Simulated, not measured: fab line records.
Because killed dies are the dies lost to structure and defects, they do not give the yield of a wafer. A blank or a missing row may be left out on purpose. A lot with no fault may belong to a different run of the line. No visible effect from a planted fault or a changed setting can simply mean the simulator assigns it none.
Matching of chambers :: flow n5Finfet :: N5_ILD0_ALD_15 on aldSin-02: 4 sister chambers
The step deposits SiNx, target thk 24 nm, pulse time 1 s, ald cycles 480. 20 wafers are shown with their chamber, then 10 later ones without.

## WAFERS WITH THEIR CHAMBER
wafer: L077.2
chamber: 2
heaterPowerW (W): 779
precursorPulseHeightRel: 0.982

wafer: L077.3
chamber: 0
heaterPowerW (W): 840
precursorPulseHeightRel: 0.982

wafer: L077.5
chamber: 0
heaterPowerW (W): 854
precursorPulseHeightRel: 1.015

wafer: L082.1
chamber: 2
heaterPowerW (W): 794
precursorPulseHeightRel: 0.971

wafer: L082.2
chamber: 0
heaterPowerW (W): 839
precursorPulseHeightRel: 1.006

wafer: L082.4
chamber: 1
heaterPowerW (W): 866
precursorPulseHeightRel: 0.988

wafer: L083.1
chamber: 3
heaterPowerW (W): 912
precursorPulseHeightRel: 1.008

wafer: L083.4
chamber: 0
heaterPowerW (W): 828
precursorPulseHeightRel: 0.986

wafer: L083.5
chamber: 0
heaterPowerW (W): 841
precursorPulseHeightRel: 1.023

wafer: L084.4
chamber: 0
heaterPowerW (W): 831
precursorPulseHeightRel: 1.015

wafer: L084.5
chamber: 1
heaterPowerW (W): 866
precursorPulseHeightRel: 0.985

wafer: L084.6
chamber: 0
heaterPowerW (W): 857
precursorPulseHeightRel: 1.005

wafer: L085.1
chamber: 3
heaterPowerW (W): 917
precursorPulseHeightRel: 0.975

wafer: L085.2
chamber: 0
heaterPowerW (W): 840
precursorPulseHeightRel: 1.035

wafer: L085.6
chamber: 3
heaterPowerW (W): 916
precursorPulseHeightRel: 1.076

wafer: L086.2
chamber: 0
heaterPowerW (W): 844
precursorPulseHeightRel: 0.990

wafer: L086.3
chamber: 1
heaterPowerW (W): 892
precursorPulseHeightRel: 0.996

wafer: L086.4
chamber: 2
heaterPowerW (W): 772
precursorPulseHeightRel: 1.020

wafer: L087.2
chamber: 0
heaterPowerW (W): 842
precursorPulseHeightRel: 0.989

wafer: L087.3
chamber: 3
heaterPowerW (W): 920
precursorPulseHeightRel: 1.021

SIGNATURES, as means of the wafers listed above
reading: heaterPowerW
chamber 0: 841.60
chamber 1: 874.67
chamber 2: 781.67
chamber 3: 916.25
scatter within a chamber: 9.5

reading: precursorPulseHeightRel
chamber 0: 1.00460
chamber 1: 0.98967
chamber 2: 0.99100
chamber 3: 1.02000
scatter within a chamber: 0.0244
Rule: a wafer's distance from a chamber is the root of the sum, over the readings, of the square of ((its reading less the chamber's mean) divided by the reading's scatter). The wafer belongs to the nearest chamber; if the next one is less than 2 further off, it can't be placed. How the scatter is found: for the shown wafers, subtract from each reading the mean of its chamber, square and add these, divide the total by (wafers less chambers), then take the root.

## WAFERS WITHOUT THEIR CHAMBER
wafer: L087.4
heaterPowerW (W): 882
precursorPulseHeightRel: 0.989

wafer: L094.2
heaterPowerW (W): 906
precursorPulseHeightRel: 0.974

wafer: L094.3
heaterPowerW (W): 788
precursorPulseHeightRel: 1.022

wafer: L094.4
heaterPowerW (W): 846
precursorPulseHeightRel: 0.968

wafer: L095.3
heaterPowerW (W): 794
precursorPulseHeightRel: 0.982

wafer: L095.4
heaterPowerW (W): 915
precursorPulseHeightRel: 1.009

wafer: L095.5
heaterPowerW (W): 931
precursorPulseHeightRel: 0.995

wafer: L096.2
heaterPowerW (W): 858
precursorPulseHeightRel: 0.966

wafer: L096.3
heaterPowerW (W): 885
precursorPulseHeightRel: 0.997

wafer: L096.5
heaterPowerW (W): 924
precursorPulseHeightRel: 1.012

## WHICH CHAMBER EACH WENT THROUGH
wafer: L087.4
from the rows above: 1
in truth: 1

wafer: L094.2
from the rows above: can't be placed: 3 or 1
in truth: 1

wafer: L094.3
from the rows above: 2
in truth: 2

wafer: L094.4
from the rows above: can't be placed: 0 or 1
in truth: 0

wafer: L095.3
from the rows above: 2
in truth: 2

wafer: L095.4
from the rows above: 3
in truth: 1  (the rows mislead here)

wafer: L095.5
from the rows above: 3
in truth: 3

wafer: L096.2
from the rows above: can't be placed: 1 or 0
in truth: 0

wafer: L096.3
from the rows above: 1
in truth: 1

wafer: L096.5
from the rows above: 3
in truth: 3
Correctly placed: 6 of 10. From these rows, 3 cannot be placed; in 3 the true chamber is one of the candidates. Number placed wrongly: 1.
